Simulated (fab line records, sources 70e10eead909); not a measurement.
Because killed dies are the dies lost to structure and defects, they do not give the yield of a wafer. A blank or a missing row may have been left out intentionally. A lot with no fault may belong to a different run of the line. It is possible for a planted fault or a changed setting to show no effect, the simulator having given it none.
A lot that was struck, set against a sound lot | flow nandHarc | 18 steps out of a route of 1302
Sound: the wafers L652.2, L652.3, L652.6. The struck wafers were L659.1, L659.2, L659.6. The cause comes at the end.
Order at every step that has rows: each side's tool, ch and its chambers, its first start. Under that, the readings that differ: sound wafers | struck wafers | difference of the means | sigmas: that difference in standard deviations of wafers without a fault.
alike: words and numbers the same on both sides, and readings whose means are apart by under 2 such deviations; not compared: readings that were withheld, readings missing a value for some wafer, numbers with overlapping values and no deviation given by the record, and bounds like >300 which may hide the same value.
Wherever a step has rows on one side only, a row that says differs or no value, or a row with sigmas, the two part there. Numbers that have no deviation but don't overlap get no sigmas and don't part them. A reading missing from all wafers of one side parts the sides only when that side holds two or more wafers.

NHARC_A_CONTACT_CVD_19: deposits W, target thk 300 nm, time 802 s.
  sound: cvdW-02 ch 0,1; struck: cvdW-02 ch 0,1
  alike: heaterPowerW, throttleValvePct
NHARC_A_CONTACT_CMP_20: polishes, t overpolish 30 s, target thk 300 nm.
  sound on cmp-03 ch 0,1,2, day 23 12:17; struck on cmp-04 ch 1,2, day 25 19:01
  alike: motorCurrentA, overpolishRunS, slurryFilterDpKPa, timeToEndpointS
following that, these wafers have no rows for 1 step: NHARC_A_CONTACT_SRD_22.
NHARC_A_CONTACT_INSPECT_23:
  sound on defectInspect-01 at day 23 12:39; struck on defectInspect-02 at day 25 19:25
  alike: rawDefectCount
then, 7 steps without rows for these wafers: NHARC_A_BLC_DEHYDRATE_00 (time 120 s); NHARC_A_BLC_HMDS_01 (time 30 s); NHARC_A_BLC_COAT_02 (time 75 s); NHARC_A_BLC_COAT_03 (time 65 s); NHARC_A_BLC_COAT_04 (resist thk 90 nm); NHARC_A_BLC_SOFTBAKE_05 (time 55 s); NHARC_A_BLC_EBR_06.
NHARC_A_BLC_EXPOSE_07: exposes mask A BLC, target cd 100 nm.
  sound on arfiScanner-02 ch 0, day 23 13:01; struck on arfiScanner-02 ch 0, day 25 19:40
reading                     | sound                   | struck            | difference | sigmas
model.A_BLC.overlayXNm (nm) | -0.7901 -0.7901 -0.7901 | 33.55 33.55 33.55 | +34.34     | 
  alike: mask, stageVelMmS
then, 2 steps without rows for these wafers: NHARC_A_BLC_PEB_08 (peb time 65 s); NHARC_A_BLC_DEVELOP_09 (develop time 35 s).
NHARC_A_BLC_CD_MEAS_10: target cd 100 nm.
  sound on cdSem-03 ch 0, day 23 13:10; struck on cdSem-01 ch 0, day 25 19:48
  alike: cdNm
NHARC_A_BLC_OVL_MEAS_11:
  sound on overlay-01 at day 23 13:15; struck on overlay-01 at day 25 19:53
reading         | sound          | struck         | difference | sigmas
overlayXNm (nm) | -0.5 -1.0 -0.7 | 33.5 33.5 33.6 | +34.3      | +50
  alike: overlayYNm
NHARC_A_BLC_INSPECT_12:
  sound on defectInspect-02 at day 23 13:17; struck on defectInspect-01 at day 25 19:55
  alike: rawDefectCount
NHARC_END_SORT_01:
  at this point the record logs the struck wafers (prober-02 ch 0, day 27 14:51) and has no rows for the sound ones

WHERE THEY PART
First at NHARC_A_BLC_OVL_MEAS_11; last, within this record, at NHARC_END_SORT_01.

WHY: what the simulator had put in
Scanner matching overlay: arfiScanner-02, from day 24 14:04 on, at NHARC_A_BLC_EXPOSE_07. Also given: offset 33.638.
